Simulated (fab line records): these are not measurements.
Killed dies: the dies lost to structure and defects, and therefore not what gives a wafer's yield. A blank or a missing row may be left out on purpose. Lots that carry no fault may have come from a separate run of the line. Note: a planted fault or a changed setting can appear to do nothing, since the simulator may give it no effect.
Chamber matching    flow n5Finfet    4 sister chambers for N5_MOL_CONTACT_COAG_ALD_133 on aldSin-04
The step deposits SiO2, target thk 5 nm, pulse time 1 s, co reactant pulse time 1 s. 16 wafers are shown with their chamber, then 8 later ones without.

## WAFERS, EACH WITH ITS CHAMBER
wafer   chamber  heaterPowerW (W)  precursorPulseHeightRel
L078.1  0        91                0.994
L078.3  3        66                0.958
L078.6  2        88                1.036
L080.1  0        89                1.013
L080.2  1        86                1.002
L080.6  1        90                0.986
L086.1  0        91                0.999
L086.2  3        67                0.999
L086.6  3        64                1.001
L087.4  0        92                1.007
L087.5  0        91                0.992
L087.6  3        67                1.001
L089.1  0        91                0.978
L089.5  3        66                0.938
L089.6  2        85                0.959
L088.1  3        67                1.020

SIGNATURES (averages over the wafers above)
reading                  chamber 0  chamber 1  chamber 2  chamber 3  scatter within a chamber
heaterPowerW             90.83      88.00      86.50      66.17      1.42
precursorPulseHeightRel  0.99717    0.99400    0.99750    0.98617    0.0269
Rule: distance of a wafer from a chamber = root of the sum over the readings of ((wafer's reading minus chamber's mean) / reading's scatter) squared. The wafer belongs to the nearest chamber; if the next one is less than 2 further off, it can't be placed. The scatter is the square root of a quotient: the sum, over the shown wafers, of each reading's squared deviation from its chamber's mean, divided by wafers minus chambers.

## WAFERS WITHOUT THEIR CHAMBER
wafer   heaterPowerW (W)  precursorPulseHeightRel
L088.3  92                0.980
L088.5  84                1.034
L090.1  91                1.023
L090.2  66                0.979
L090.5  88                0.981
L092.1  66                0.993
L092.2  86                0.984
L092.6  66                0.986

## WHICH CHAMBER EACH WENT THROUGH
wafer   from the rows above           in truth
L088.3  can't be placed: 0 or 1       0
L088.5  can't be placed: 2 or 1       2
L090.1  can't be placed: 0 or 1       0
L090.2  3                             3
L090.5  can't be placed: 1 or 2 or 0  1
L092.1  3                             3
L092.2  can't be placed: 2 or 1       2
L092.6  3                             3
3 of 8 placed correctly. Not placeable from these rows: 5 (in 5, the candidates include the true chamber). Placed wrongly: 0.
